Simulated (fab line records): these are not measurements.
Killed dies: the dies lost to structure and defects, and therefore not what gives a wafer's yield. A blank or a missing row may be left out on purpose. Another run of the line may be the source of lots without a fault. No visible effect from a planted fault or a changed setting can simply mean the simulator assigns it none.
Which tool did it? / flow nand_harc / 6 lots, 18 wafers sampled, at 5 steps of a route of 1302

## WHAT THE GAUGES READ, wafer by wafer
NHARC_END_SORT_01.
lot=L830; measured=day 28 22:24; on=prober-01; killed_at_array=65 92
lot=L835; measured=day 30 22:01; on=prober-01; killed_at_array=65 64 74
lot=L838; measured=day 32 19:23; on=prober-01; killed_at_array=673 668 667

## TOOL THAT RAN EACH LOT (tool first, then ch and the chambers of the sampled wafers, then the start)
lot=L820; NHARC_A_CONTACT_DEP_57=acl_dep-03 ch 0, day 22 01:37; NHARC_THIN_TSV_ETCH_44=rie_diel-07 ch 0,2,3, day 24 05:16; NHARC_THIN_TSV_PRE_CLEAN_54=pvd_sputter-02, day 24 10:13; NHARC_THIN_TSV_ETCH_59=rie_metal-02 ch 0,1, day 24 11:34
lot=L822; NHARC_A_CONTACT_DEP_57=acl_dep-03 ch 0, day 23 03:17; NHARC_THIN_TSV_ETCH_44=rie_diel-07 ch 0,1, day 25 03:24; NHARC_THIN_TSV_PRE_CLEAN_54=pvd_sputter-02, day 25 08:04; NHARC_THIN_TSV_ETCH_59=rie_metal-01 ch 0,1, day 25 09:28
lot=L825; NHARC_A_CONTACT_DEP_57=acl_dep-02 ch 0, day 23 22:58; NHARC_THIN_TSV_ETCH_44=rie_diel-07 ch 1,2, day 26 00:05; NHARC_THIN_TSV_PRE_CLEAN_54=pvd_sputter-01, day 26 04:44; NHARC_THIN_TSV_ETCH_59=rie_metal-02 ch 0,1, day 26 06:04
lot=L830; NHARC_A_CONTACT_DEP_57=acl_dep-02 ch 0, day 26 00:11; NHARC_THIN_TSV_ETCH_44=rie_diel-05 ch 1,2,3, day 28 07:11; NHARC_THIN_TSV_PRE_CLEAN_54=pvd_sputter-01, day 28 11:48; NHARC_THIN_TSV_ETCH_59=rie_metal-01 ch 0,1, day 28 13:08
lot=L835; NHARC_A_CONTACT_DEP_57=acl_dep-02 ch 0, day 28 04:08; NHARC_THIN_TSV_ETCH_44=rie_diel-07 ch 0,2, day 30 07:01; NHARC_THIN_TSV_PRE_CLEAN_54=pvd_sputter-01, day 30 11:50; NHARC_THIN_TSV_ETCH_59=rie_metal-03 ch 0,1, day 30 13:11
lot=L838; NHARC_A_CONTACT_DEP_57=acl_dep-01 ch 0, day 29 20:08; NHARC_THIN_TSV_ETCH_44=-; NHARC_THIN_TSV_PRE_CLEAN_54=-; NHARC_THIN_TSV_ETCH_59=-
- NHARC_A_CONTACT_DEP_57: deposits aC, target thk 5300 nm.
- NHARC_THIN_TSV_ETCH_44: etches the open film in CF4/O2, target depth 1594.2 nm, time 797.1 s.
- NHARC_THIN_TSV_PRE_CLEAN_54: time 30 s.
- NHARC_THIN_TSV_ETCH_59: etches the open film in Cl2/BCl3, target depth 880 nm, time 138.1 s.

## THE ANSWER, worked out from the rows above alone
Rule: usual is defined by the lots themselves. Put in order of their means at a reading, lots are off if they are a third of the lots or fewer, leave a main group of 4 or more, and stand apart from it by a gap of 3 or more times the standard deviation of the main group's means; of several such gaps the widest counts. A main group is skipped when, at the precision printed for the reading in the tables above, its means are all equal. Also off: a lot with no number at a reading for which 4 or more lots have one. The other lots that the step has rows for count as sound.
Nothing can be told from this: no lot is off at any reading shown.

## WHAT THE SIMULATOR HAD INSERTED
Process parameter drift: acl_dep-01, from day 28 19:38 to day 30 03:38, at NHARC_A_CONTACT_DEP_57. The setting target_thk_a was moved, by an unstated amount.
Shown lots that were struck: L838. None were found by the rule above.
